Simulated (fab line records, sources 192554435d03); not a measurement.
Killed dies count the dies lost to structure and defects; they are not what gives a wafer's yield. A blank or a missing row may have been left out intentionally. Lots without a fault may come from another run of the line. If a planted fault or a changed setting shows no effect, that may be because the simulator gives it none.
Matching of chambers + flow n5Finfet + 4 sister chambers for N5_DUMMY_GATE_ETCH_42 on rieDiel-03
The step etches SiO2 in CHF3/O2, target depth 3.5 nm, time 31 s. 4 wafers are shown with their chamber, then 10 later ones without.

## WAFERS WITH THEIR CHAMBER
| wafer  | chamber | showerheadPlenumPTorr (Torr) |
|--------|---------|------------------------------|
| L082.4 | 1       | 2.51                         |
| L083.2 | 3       | 2.24                         |
| L083.4 | 2       | 2.51                         |
| L087.5 | 0       | 2.48                         |

## WAFERS WHOSE CHAMBER IS MISSING
| wafer  | showerheadPlenumPTorr (Torr) |
|--------|------------------------------|
| L087.6 | 2.51                         |
| L089.2 | 2.48                         |
| L089.3 | 2.50                         |
| L089.6 | 2.50                         |
| L091.4 | 2.48                         |
| L091.5 | 2.48                         |
| L091.6 | 2.24                         |
| L096.2 | 2.50                         |
| L096.3 | 2.47                         |
| L096.6 | 2.50                         |

## CHAMBER TAKEN BY EACH
| wafer  | from the rows above          | in truth |
|--------|------------------------------|----------|
| L087.6 | can't be placed: 1 or 2      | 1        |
| L089.2 | 0                            | 0        |
| L089.3 | can't be placed: 1 or 2 or 0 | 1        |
| L089.6 | can't be placed: 1 or 2 or 0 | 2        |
| L091.4 | 0                            | 0        |
| L091.5 | 0                            | 0        |
| L091.6 | 3                            | 3        |
| L096.2 | can't be placed: 1 or 2 or 0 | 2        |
| L096.3 | 0                            | 0        |
| L096.6 | can't be placed: 1 or 2 or 0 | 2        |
Placed correctly: 5 of 10. These rows do not allow placing 5 (true chamber among the candidates in 5). Wrongly placed: 0.
How it was worked out, from the rows above alone: a wafer's distance from a chamber is the root of the sum, over the readings, of the square of ((its reading less the chamber's mean) divided by the reading's scatter). The wafer belongs to the nearest chamber; if the next one is less than 2 further off, it can't be placed. The mean given for a chamber averages the wafers shown for that chamber. The scatter (one wafer shown for each chamber): square how far every hidden wafer sits from the nearest shown wafer, average those squares and take the square root.
